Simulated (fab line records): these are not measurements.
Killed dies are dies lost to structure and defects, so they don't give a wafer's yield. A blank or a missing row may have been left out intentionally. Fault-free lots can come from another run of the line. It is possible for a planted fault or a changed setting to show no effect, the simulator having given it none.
fab line records    flow n5_finfet
record: lots: 7  wafers: 39
route steps=1938 shown FIN_SAQP@130 SD_EPI_N@288 MOL_CONTACT_COAG@616 BEOL_M3@993 BEOL_M4@1021 BEOL_M7@1263
start_h: start of the lot's first displayed wafer, in hours after the record's first day    wait_h: hours from the lot's prior step to this one    " repeats the value in the row above    L1.1+2: a row that stands for several wafers    - no value, or no start given    * or withheld: withheld    < > ~ a bound
route shown NAME@n: names a module that has steps shown in the file, with the first one's number in the route    usual: the fault-free wafers' mean and standard deviation    same: alike in all rows    chamber/n: place in a boat    sites: the reading at each site    _std_site: how widely they spread, as a standard deviation    _edge_site: outer sites' mean less inner sites'    radius_mm: for every site, how far away it sits from the centre of the wafer    mask NAME#n: copy n    behind: the tool/chamber that last shaped the wafer    hold: why the lot went on hold/how many hours it stayed there/how the hold came to an end    device: names the non-switching transistor (n, p or np)    end of line: the tests these same wafers got at the end of their route    where a step has no rows: the recipe by itself    killed: dies lost to structure and defects at the first sort, not the wafer's yield    map: dies across one wafer; x = killed, . = not, _ = none there
set.NAME: setting as actually run; set.NAME@STEP: the setting as run at that earlier step    model.NAME: the simulator's own value behind a step, which no gauge read
lots where settings were altered on purpose, with a table for each step and a row for each wafer
== steps ==
step: N5_FIN_SAQP_ETCH_65
recipe: chemistry: CF4  target: SiO2  target_depth_a: 40  ion_energy_ev: 350  time_s: 4.4  pressure_mtorr: 10  icp_w: 800  bias_w: 400  cf4_flow_sccm: 80
lot.wafer  tool       chamber  start_h  wait_h  set.time_s  model.etch.depth_nm
L075.1     rie_si-05  3        30.83    0.1     4.4         3.959
L075.2     "          2        "        "       2.468       2.223
L075.3     "          0        "        "       2.468       2.272
L075.4     "          1        "        "       4.4         3.988
L075.5     "          0        "        "       2.468       2.261
L075.6     "          1        "        "       4.4         3.965
L079.1     rie_si-05  2        54.88    0.1     3.543       3.142
L079.2     "          3        "        "       4.4         3.927
L079.3     "          1        "        "       4.4         3.967
L079.4     "          0        "        "       3.543       3.221
L079.5     "          2        "        "       3.543       3.167
L079.6     "          3        "        "       4.4         3.954
L080.1     rie_si-06  2        60.82    0.1     2.831       2.664
L080.2     "          0        "        "       4.4         4.02
L080.3     "          1        "        "       4.4         4.063
L080.4     "          3        "        "       2.831       2.558
L080.5     "          1        "        "       4.4         4.062
L080.6     "          0        "        "       2.831       2.605
L081.1     rie_si-05  3        66.96    0.1     4.4         3.928
L081.2     "          2        "        "       4.4         3.924
L081.3     "          0        "        "       4.4         4.056
L081.4     "          1        "        "       4.4         3.978
L081.5     "          2        "        "       4.4         3.893
L081.6     "          1        "        "       4.4         3.96
L083.1     rie_si-05  1        81.84    0.1     3.668       3.348
L083.2     "          2        "        "       3.668       3.309
L083.3     "          3        "        "       4.4         3.961
L083.4     "          2        "        "       3.668       3.293
L083.5     "          1        "        "       4.4         4.038
L083.6     "          3        "        "       4.4         3.989
L085.3     rie_si-02  1        90.67    0.1     4.4         4.139
L085.4     "          0        "        "       4.4         3.956
L085.5     "          0        "        "       4.4         3.899
L093.1     rie_si-02  2        138.72   0.1     3.174       2.821
L093.2     "          3        "        "       4.4         3.997
L093.3     "          1        "        "       4.4         4.117
L093.4     "          0        "        "       4.4         3.881
L093.5     "          2        "        "       3.174       2.83
L093.6     "          3        "        "       3.174       2.871
step: N5_SD_EPI_N_EPI_21
recipe: material: Si:P  dopant: P  temp_c: 680  pressure_torr: 255  time_s: 690
lot.wafer  tool          chamber  start_h  wait_h  set.time_s  model.Si-P_of_SD_EPI_N_EPI_21.thk_nm
L075.1     epi_rpcvd-03  0        62.14    0.1     1091        82.6
L075.2+3   "             0        "        "       690         59.4
L075.4     "             0        "        "       1091        81.6
L075.5     "             0        "        "       1091        80.6
L075.6     "             0        "        "       690         59.8
L079.1+2   epi_rpcvd-02  0        81.29    0.1     690         59.6
L079.3     "             0        "        "       690         60
L079.4     "             0        "        "       690         60.2
L079.5     "             0        "        "       690         59.4
L079.6     "             0        "        "       690         58.8
L080.1+6   epi_rpcvd-01  0        86.50    0.1     797.3       65.4
L080.2     "             0        "        "       690         59.4
L080.3     "             0        "        "       797.3       65.2
L080.4     "             0        "        "       690         58
L080.5     "             0        "        "       690         59.2
L081.1     epi_rpcvd-03  0        93.97    0.1     690         60
L081.2     "             0        "        "       690         59.8
L081.3     "             0        "        "       406.7       38
L081.4     "             0        "        "       406.7       37.6
L081.5     "             0        "        "       406.7       38.2
L081.6     "             0        "        "       690         59.6
L083.1+6   epi_rpcvd-01  0        108.23   0.1     690         58.6
L083.2+5   "             0        "        "       690         58.8
L083.3     "             0        "        "       690         59.2
L083.4     "             0        "        "       690         58.4
L085.3     epi_rpcvd-03  0        120.19   0.7     690         58.6
L085.4     "             0        "        "       690         58.4
L085.5     "             0        "        "       690         58.2
L093.1+3   epi_rpcvd-03  0        164.31   0.1     690         59
L093.2     "             0        "        "       486.1       45.2
L093.4     "             0        "        "       486.1       45
L093.5     "             0        "        "       486.1       44.6
L093.6     "             0        "        "       690         58.4
step: N5_SD_EPI_N_EPI_MEAS_23
recipe: mode: xrd
usual: thk_nm: 59.1/1.2
lot.wafer  tool           chamber  start_h  wait_h  set.time_s@SD_EPI_N_EPI_21  thk_nm
L075.1     film_metro-02  -        63.88    1.5     1091                        81.8
L075.2     "              -        "        "       690                         58.4
L075.3     "              -        "        "       690                         60.5
L075.4     "              -        "        "       1091                        81.8
L075.5     "              -        "        "       1091                        80.7
L075.6     "              -        "        "       690                         59.4
L079.1     film_metro-02  -        83.00    1.4     690                         60.1
L079.2     "              -        "        "       690                         61.0
L079.3     "              -        "        "       690                         59.7
L079.4     "              -        "        "       690                         60.1
L079.5     "              -        "        "       690                         57.7
L079.6     "              -        "        "       690                         57.7
L080.1     film_metro-01  -        88.22    1.4     797.3                       65.7
L080.2     "              -        "        "       690                         58.6
L080.3     "              -        "        "       797.3                       65.4
L080.4     "              -        "        "       690                         59.3
L080.5     "              -        "        "       690                         60.5
L080.6     "              -        "        "       797.3                       63.6
L081.1     film_metro-02  -        95.69    1.4     690                         60.2
L081.2     "              -        "        "       690                         59.2
L081.3     "              -        "        "       406.7                       38.3
L081.4     "              -        "        "       406.7                       38.4
L081.5     "              -        "        "       406.7                       37.6
L081.6     "              -        "        "       690                         59.8
L083.1     film_metro-02  -        109.95   1.4     690                         58.3
L083.2     "              -        "        "       690                         60.2
L083.3     "              -        "        "       690                         59.7
L083.4     "              -        "        "       690                         57.5
L083.5     "              -        "        "       690                         60.6
L083.6     "              -        "        "       690                         59.4
L085.3     film_metro-01  -        121.35   0.9     690                         59.5
L085.4     "              -        "        "       690                         58.4
L085.5     "              -        "        "       690                         59.7
L093.1     film_metro-02  -        166.04   1.5     690                         59.5
L093.2     "              -        "        "       486.1                       45.9
L093.3     "              -        "        "       690                         56.5
L093.4     "              -        "        "       486.1                       45.7
L093.5     "              -        "        "       486.1                       44.8
L093.6     "              -        "        "       690                         59.1
step: N5_MOL_CONTACT_COAG_ETCH_124
recipe: chemistry: CH3F/O2  target: SiNx  target_depth_a: 65  mask_material: SOC  stop_on: SiOC  over_etch_frac: 0.3  ion_energy_ev: 120  pressure_mtorr: 30  source_w: 395  bias_w: 73  Ar_flow_sccm: 150  CH3F_flow_sccm: 30  O2_flow_sccm: 20  ends: end_point
lot.wafer  tool         chamber  start_h  wait_h  set.target_depth_a  model.SOC_of_MOL_CONTACT_COAG_COAT_62.thk_nm
L075.1+5   rie_diel-01  2        110.33   0.0     65                  49
L075.2     "            3        "        "       65                  48.4
L075.3     "            0        "        "       65                  49.2
L075.4+6   "            1        "        "       65                  48.8
L079.1     rie_diel-04  1        136.05   0.0     65                  48.4
L079.2+5   "            3,1      "        "       65                  48.2
L079.3     "            0        "        "       75.12               47.8
L079.4+6   "            2        "        "       75.12               48
L080.1     rie_diel-01  3        139.38   0.0     90.77               47.2
L080.2+4   "            1,2      "        "       90.77               47.6
L080.3+5   "            2,1      "        "       65                  48.8
L080.6     "            3        "        "       65                  48.4
L081.1     rie_diel-03  1        154.28   0.0     65                  48.6
L081.2     "            3        "        "       34.63               49.4
L081.3     "            2        "        "       65                  48
L081.4     "            0        "        "       34.63               49.6
L081.5     "            0        "        "       65                  48.4
L081.6     "            1        "        "       34.63               50
L083.1     rie_diel-01  0        157.58   0.0     65                  49
L083.2+4   "            2,1      "        "       52.95               49.4
L083.3     "            3        "        "       65                  48.4
L083.5     "            3        "        "       52.95               49
L083.6     "            0        "        "       65                  49.2
L085.3     rie_diel-04  0        169.88   0.0     65                  48.6
L085.4+5   "            1,2      "        "       65                  48.2
L093.1     rie_diel-03  0        213.60   0.0     99.87               46.8
L093.2+5   "            2,3      "        "       65                  48.2
L093.3     "            1        "        "       99.87               47.2
L093.4     "            3        "        "       99.87               46.6
L093.6     "            0        "        "       65                  48.4
step: N5_MOL_CONTACT_COAG_ETCH_48
recipe: chemistry: C4F6/O2  target_depth_a: 150  overetch_a: 45  mask_material: SOC  target: SiOC  bias_w: 465  pressure_mtorr: 10  time_s: 17  source_w: 335  Ar_flow_sccm: 300  C4F6_flow_sccm: 10  O2_flow_sccm: 10  ion_energy_ev: 576
lot.wafer  tool         chamber  start_h  wait_h  set.target_depth_a@MOL_CONTACT_COAG_ETCH_124  model.SOC_of_MOL_CONTACT_COAG_COAT_62.thk_nm
L075.1+5   rie_diel-01  2        110.37   0.0     65                                            46.4
L075.2     "            3        "        "       65                                            45.6
L075.3     "            0        "        "       65                                            46.6
L075.4     "            1        "        "       65                                            46
L075.6     "            1        "        "       65                                            46.2
L079.1     rie_diel-04  1        136.09   0.0     65                                            45.8
L079.2+5   "            3,1      "        "       65                                            45.6
L079.3     "            0        "        "       75.12                                         45.2
L079.4     "            2        "        "       75.12                                         45.4
L079.6     "            2        "        "       75.12                                         45.6
L080.1     rie_diel-01  3        139.42   0.0     90.77                                         44.4
L080.2     "            1        "        "       90.77                                         45
L080.3+5   "            2,1      "        "       65                                            46.2
L080.4     "            2        "        "       90.77                                         45.2
L080.6     "            3        "        "       65                                            45.8
L081.1     rie_diel-03  1        154.32   0.0     65                                            46
L081.2     "            3        "        "       34.63                                         46.6
L081.3     "            2        "        "       65                                            45.2
L081.4     "            0        "        "       34.63                                         47
L081.5     "            0        "        "       65                                            45.8
L081.6     "            1        "        "       34.63                                         47.4
L083.1     rie_diel-01  0        157.62   0.0     65                                            46.4
L083.2     "            2        "        "       52.95                                         47
L083.3     "            3        "        "       65                                            45.8
L083.4     "            1        "        "       52.95                                         46.8
L083.5     "            3        "        "       52.95                                         46.2
L083.6     "            0        "        "       65                                            46.6
L085.3     rie_diel-04  0        169.92   0.0     65                                            46
L085.4+5   "            1,2      "        "       65                                            45.6
L093.1     rie_diel-03  0        213.64   0.0     99.87                                         44
L093.2     "            2        "        "       65                                            45.4
L093.3     "            1        "        "       99.87                                         44.6
L093.4     "            3        "        "       99.87                                         43.8
L093.5     "            3        "        "       65                                            45.6
L093.6     "            0        "        "       65                                            45.8
step: N5_BEOL_M3_CVD_47
recipe: material: Co  target_thk_a: 30  temp_c: withheld  precursor: CCTBA/H2  pressure_torr: 30  time_s: 223.8
lot.wafer         tool       chamber      start_h  wait_h  set.target_thk_a  model.Co_of_BEOL_M3_CVD_47.thk_nm
L075.1+3+5        cvd_co-02  1,2,2        170.54   0.1     35.46             3.4
L075.2+4+6        "          0,1,0        "        "       30                2.8
L079.1+2+6        cvd_co-02  0,1,0        184.70   0.2     30                3
L079.3+4+5        "          2,1,2        "        "       36.61             3.6
L083.1            cvd_co-01  0            211.98   0.0     13.56             1.4
L083.2+5+6        "          1,1,0        "        "       30                3
L083.3+4          "          2            "        "       13.56             1.2
L081.1+2+3+4+5+6  cvd_co-02  0,1,1,0,1,0  213.65   0.1     30                3
L080.1+6          cvd_co-01  1,0          222.51   0.0     30                3
L080.2+3+4        "          0,2,1        "        "       38.19             3.8
L080.5            "          2            "        "       30                2.8
L085.3+4+5        cvd_co-02  1,0,2        228.26   0.1     30                3
L093.1+3+5        cvd_co-02  2,0,0        312.34   0.0     30                3
L093.2+4+6        "          1,2,1        "        "       30                3.2
step: N5_BEOL_M4_ILD_DEP_00
recipe: material: SiOC  target_thk_a: 790  temp_c: 350  precursor: DEMS/O2  pressure_torr: 5  rf_w: 500  time_s: 15.3
lot.wafer  tool      chamber  start_h  wait_h  set.target_thk_a  model.SiOC_of_BEOL_M4_ILD_DEP_00.thk_nm
L075.1     pecvd-04  2        173.64   0.0     790               77.8
L075.2     "         1        "        "       790               78
L075.3     "         0        "        "       790               77.4
L075.4     "         0        "        "       790               80
L075.5     "         1        "        "       790               78.4
L075.6     "         2        "        "       790               79.6
L079.1     pecvd-04  2        189.34   0.0     790               78.6
L079.2     "         0        "        "       790               77.2
L079.3     "         1        "        "       790               77.4
L079.4     "         0        "        "       790               79.8
L079.5     "         1        "        "       790               78
L079.6     "         2        "        "       790               79.4
L083.1     pecvd-03  0        215.14   0.0     556.3             53.2
L083.2     "         1        "        "       790               77.8
L083.3     "         2        "        "       790               77.2
L083.4     "         1        "        "       790               79.4
L083.5     "         2        "        "       556.3             54
L083.6     "         0        "        "       556.3             55.2
L081.1     pecvd-02  1        217.00   0.0     790               79.8
L081.2     "         0        "        "       790               80
L081.3     "         1        "        "       790               80.2
L081.4     "         0        "        "       790               80.6
L081.5     "         0        "        "       790               81
L081.6     "         1        "        "       790               79.6
L080.1     pecvd-04  2        225.54   0.0     790               77.2
L080.2     "         0        "        "       790               77.8
L080.3     "         1        "        "       790               77
L080.4+6   "         2,0      "        "       790               78.8
L080.5     "         1        "        "       790               78.6
L085.3     pecvd-03  0        232.57   0.0     790               77.8
L085.4     "         1        "        "       790               79
L085.5     "         0        "        "       790               79.2
L093.1     pecvd-04  2        315.47   0.0     790               76.8
L093.2     "         1        "        "       514.4             50.4
L093.3     "         0        "        "       514.4             50.2
L093.4     "         2        "        "       790               77.8
L093.5     "         1        "        "       514.4             50.8
L093.6     "         0        "        "       790               79
step: N5_BEOL_M4_THK_MEAS_01
recipe: reads: SiOC_of_BEOL_M4_ILD_DEP_00
usual: M4_ILD_THK: 78.4/1.2
lot.wafer  tool           chamber  start_h  wait_h  set.target_thk_a@BEOL_M4_ILD_DEP_00  M4_ILD_THK[nm]
L075.1     film_metro-01  -        173.71   0.0     790                                  77.8
L075.2     "              -        "        "       790                                  78.0
L075.3     "              -        "        "       790                                  77.4
L075.4     "              -        "        "       790                                  80.0
L075.5     "              -        "        "       790                                  78.3
L075.6     "              -        "        "       790                                  79.6
L079.1     film_metro-01  -        189.40   0.0     790                                  78.7
L079.2     "              -        "        "       790                                  77.1
L079.3     "              -        "        "       790                                  77.5
L079.4     "              -        "        "       790                                  79.8
L079.5     "              -        "        "       790                                  78.0
L079.6     "              -        "        "       790                                  79.5
L083.1     film_metro-01  -        215.20   0.0     556.3                                53.2
L083.2     "              -        "        "       790                                  77.7
L083.3     "              -        "        "       790                                  77.3
L083.4     "              -        "        "       790                                  79.4
L083.5     "              -        "        "       556.3                                54.0
L083.6     "              -        "        "       556.3                                55.2
L081.1     film_metro-02  -        217.08   0.1     790                                  79.8
L081.2     "              -        "        "       790                                  80.1
L081.3     "              -        "        "       790                                  80.1
L081.4     "              -        "        "       790                                  80.6
L081.5     "              -        "        "       790                                  81.0
L081.6     "              -        "        "       790                                  79.6
L080.1     film_metro-01  -        225.60   0.0     790                                  77.3
L080.2     "              -        "        "       790                                  77.7
L080.3     "              -        "        "       790                                  77.0
L080.4     "              -        "        "       790                                  78.8
L080.5     "              -        "        "       790                                  78.5
L080.6     "              -        "        "       790                                  78.9
L085.3     film_metro-02  -        232.64   0.1     790                                  77.8
L085.4     "              -        "        "       790                                  79.0
L085.5     "              -        "        "       790                                  79.3
L093.1     film_metro-02  -        315.54   0.0     790                                  76.7
L093.2     "              -        "        "       514.4                                50.5
L093.3     "              -        "        "       514.4                                50.3
L093.4     "              -        "        "       790                                  77.8
L093.5     "              -        "        "       514.4                                50.9
L093.6     "              -        "        "       790                                  79.0
step: N5_BEOL_M7_ILD_DEP_00
recipe: material: SiCOH_lowk  target_thk_a: 1797.5  temp_c: 300  precursor: DEMS/porogen  pressure_torr: 5  rf_w: 500  time_s: 33.4
lot.wafer   tool      chamber  start_h  wait_h  set.target_thk_a  model.SiCOH_lowk_of_BEOL_M7_ILD_DEP_00.thk_nm
L075.1      pecvd-04  2        212.87   0.0     1797.5            175.2
L075.2      "         1        "        "       1797.5            173.4
L075.3+4+6  "         0,1,2    "        "       1797.5            176.2
L075.5      "         0        "        "       1797.5            181.6
L079.1      pecvd-01  2        222.82   0.0     2452              242.6
L079.2      "         1        "        "       1797.5            178.6
L079.3      "         2        "        "       1797.5            182
L079.4      "         1        "        "       2452              245
L079.5      "         1        "        "       2452              247.4
L079.6      "         2        "        "       1797.5            181.4
L081.1      pecvd-02  0        258.18   0.0     1797.5            174.4
L081.2      "         2        "        "       1797.5            178
L081.3      "         1        "        "       1797.5            175.4
L081.4      "         2        "        "       1797.5            179.8
L081.5      "         0        "        "       1797.5            176.8
L081.6      "         1        "        "       1797.5            178.6
L083.1      pecvd-04  1        260.77   0.0     1797.5            175
L083.2      "         0        "        "       1797.5            177.4
L083.3      "         2        "        "       2070              204.4
L083.4      "         0        "        "       2070              208
L083.5      "         1        "        "       2070              205.4
L083.6      "         2        "        "       1797.5            180.4
L080.1      pecvd-04  2        262.66   0.0     1797.5            176
L080.2      "         0        "        "       2447              240
L080.3      "         2        "        "       2447              243.6
L080.4      "         0        "        "       1797.5            177.8
L080.5      "         2        "        "       1797.5            178.4
L080.6      "         0        "        "       2447              241
L085.3      pecvd-04  0        269.82   0.0     1797.5            178.6
L085.4      "         2        "        "       1797.5            180.6
L085.5      "         0        "        "       1797.5            179.8
L093.1      pecvd-04  1        355.73   0.0     1797.5            178.2
L093.2      "         2        "        "       1797.5            176.8
L093.3      "         0        "        "       1797.5            180.2
L093.4      "         2        "        "       2537              256.2
L093.5      "         0        "        "       2537              254.8
L093.6      "         1        "        "       2537              254.6
step: N5_BEOL_M7_CURE_74
recipe: temp_c: 385  time_s: 240  ambient: He/Ar  material: SiCOH_lowk
lot.wafer  tool        chamber  start_h  wait_h  set.target_thk_a@BEOL_M7_ILD_DEP_00  model.SiCOH_lowk_of_BEOL_M7_ILD_DEP_00.thk_nm
L075.1     uv_cure-03  2        212.93   0.0     1797.5                               151
L075.2     "           2        "        "       1797.5                               149.4
L075.3+6   "           2        "        "       1797.5                               152
L075.4     "           2        "        "       1797.5                               151.8
L075.5     "           2        "        "       1797.5                               156.8
L079.1     uv_cure-02  0        222.91   0.1     2452                                 209.8
L079.2     "           0        "        "       1797.5                               154
L079.3     "           0        "        "       1797.5                               157
L079.4     "           0        "        "       2452                                 212
L079.5     "           0        "        "       2452                                 214.2
L079.6     "           0        "        "       1797.5                               156.4
L081.1     uv_cure-03  2        258.24   0.0     1797.5                               150.4
L081.2     "           2        "        "       1797.5                               153.6
L081.3     "           2        "        "       1797.5                               151.2
L081.4     "           2        "        "       1797.5                               155
L081.5     "           2        "        "       1797.5                               152.4
L081.6     "           2        "        "       1797.5                               154
L083.1     uv_cure-01  2        260.83   0.0     1797.5                               150.8
L083.2     "           2        "        "       1797.5                               153
L083.3     "           2        "        "       2070                                 176.6
L083.4     "           2        "        "       2070                                 179.6
L083.5     "           2        "        "       2070                                 177.4
L083.6     "           2        "        "       1797.5                               155.6
L080.1     uv_cure-02  0        262.74   0.1     1797.5                               151.8
L080.2     "           0        "        "       2447                                 207.8
L080.3     "           0        "        "       2447                                 210.8
L080.4     "           0        "        "       1797.5                               153.4
L080.5     "           0        "        "       1797.5                               153.8
L080.6     "           0        "        "       2447                                 208.4
L085.3     uv_cure-02  2        270.04   0.2     1797.5                               154
L085.4     "           2        "        "       1797.5                               155.6
L085.5     "           2        "        "       1797.5                               155
L093.1     uv_cure-01  1        355.80   0.0     1797.5                               153.6
L093.2     "           1        "        "       1797.5                               152.4
L093.3     "           1        "        "       1797.5                               155.4
L093.4     "           1        "        "       2537                                 222
L093.5     "           1        "        "       2537                                 220.6
L093.6     "           1        "        "       2537                                 220.4
step: N5_BEOL_M7_THK_MEAS_01
recipe: reads: SiCOH_lowk_of_BEOL_M7_ILD_DEP_00
usual: M7_ILD_THK: 153.9/2.2
lot.wafer  tool           chamber  start_h  wait_h  set.target_thk_a@BEOL_M7_ILD_DEP_00  M7_ILD_THK[nm]
L075.1     film_metro-01  -        214.89   1.6     1797.5                               151.1
L075.2     "              -        "        "       1797.5                               149.4
L075.3     "              -        "        "       1797.5                               152.0
L075.4     "              -        "        "       1797.5                               151.8
L075.5     "              -        "        "       1797.5                               156.7
L075.6     "              -        "        "       1797.5                               151.8
L079.1     film_metro-02  -        223.42   0.4     2452                                 210.1
L079.2     "              -        "        "       1797.5                               153.9
L079.3     "              -        "        "       1797.5                               156.9
L079.4     "              -        "        "       2452                                 212.0
L079.5     "              -        "        "       2452                                 214.2
L079.6     "              -        "        "       1797.5                               156.4
L081.1     film_metro-01  -        259.24   0.8     1797.5                               150.4
L081.2     "              -        "        "       1797.5                               153.5
L081.3     "              -        "        "       1797.5                               151.1
L081.4     "              -        "        "       1797.5                               154.9
L081.5     "              -        "        "       1797.5                               152.3
L081.6     "              -        "        "       1797.5                               153.9
L083.1     film_metro-01  -        261.34   0.4     1797.5                               150.9
L083.2     "              -        "        "       1797.5                               152.8
L083.3     "              -        "        "       2070                                 176.5
L083.4     "              -        "        "       2070                                 179.7
L083.5     "              -        "        "       2070                                 177.2
L083.6     "              -        "        "       1797.5                               155.5
L080.1     film_metro-01  -        263.26   0.4     1797.5                               152.0
L080.2     "              -        "        "       2447                                 207.7
L080.3     "              -        "        "       2447                                 210.8
L080.4     "              -        "        "       1797.5                               153.2
L080.5     "              -        "        "       1797.5                               153.8
L080.6     "              -        "        "       2447                                 208.5
L085.3     film_metro-01  -        270.40   0.3     1797.5                               154.0
L085.4     "              -        "        "       1797.5                               155.7
L085.5     "              -        "        "       1797.5                               155.1
L093.1     film_metro-02  -        356.31   0.4     1797.5                               153.5
L093.2     "              -        "        "       1797.5                               152.4
L093.3     "              -        "        "       1797.5                               155.3
L093.4     "              -        "        "       2537                                 221.9
L093.5     "              -        "        "       2537                                 220.5
L093.6     "              -        "        "       2537                                 220.4
== key ==
split: step: N5_FIN_SAQP_ETCH_65  setting: time_s  stated: 4.4  by: wafer
response: step: N5_FIN_SAQP_ETCH_65  reading: model.etch.depth_nm  change: +0.04  per: 1%  r: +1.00
split: step: N5_SD_EPI_N_EPI_21  setting: time_s  stated: 690  by: wafer
response: step: N5_SD_EPI_N_EPI_21  reading: model.Si-P_of_SD_EPI_N_EPI_21.thk_nm  change: +0.435  per: 1%  r: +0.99
response: step: N5_SD_EPI_N_EPI_MEAS_23  reading: thk_nm  change: *  per: 1%  r: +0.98
split: step: N5_MOL_CONTACT_COAG_ETCH_124  setting: target_depth_a  stated: 65  by: wafer
response: step: N5_MOL_CONTACT_COAG_ETCH_124  reading: model.SOC_of_MOL_CONTACT_COAG_COAT_62.thk_nm  change: -0.0274  per: 1%  r: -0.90
response: step: N5_MOL_CONTACT_COAG_ETCH_48  reading: model.SOC_of_MOL_CONTACT_COAG_COAT_62.thk_nm  change: -0.0277  per: 1%  r: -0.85
split: step: N5_BEOL_M3_CVD_47  setting: target_thk_a  stated: 30  by: wafer
response: step: N5_BEOL_M3_CVD_47  reading: model.Co_of_BEOL_M3_CVD_47.thk_nm  change: +0.0313  per: 1%  r: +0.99
split: step: N5_BEOL_M4_ILD_DEP_00  setting: target_thk_a  stated: 790  by: wafer
response: step: N5_BEOL_M4_ILD_DEP_00  reading: model.SiOC_of_BEOL_M4_ILD_DEP_00.thk_nm  change: +0.796  per: 1%  r: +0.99
response: step: N5_BEOL_M4_THK_MEAS_01  reading: M4_ILD_THK  change: +0.794  per: 1%  r: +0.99
split: step: N5_BEOL_M7_ILD_DEP_00  setting: target_thk_a  stated: 1797.5  by: wafer
response: step: N5_BEOL_M7_ILD_DEP_00  reading: model.SiCOH_lowk_of_BEOL_M7_ILD_DEP_00.thk_nm  change: +1.81  per: 1%  r: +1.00
response: step: N5_BEOL_M7_CURE_74  reading: model.SiCOH_lowk_of_BEOL_M7_ILD_DEP_00.thk_nm  change: +1.58  per: 1%  r: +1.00
response: step: N5_BEOL_M7_THK_MEAS_01  reading: M7_ILD_THK  change: +1.58  per: 1%  r: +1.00
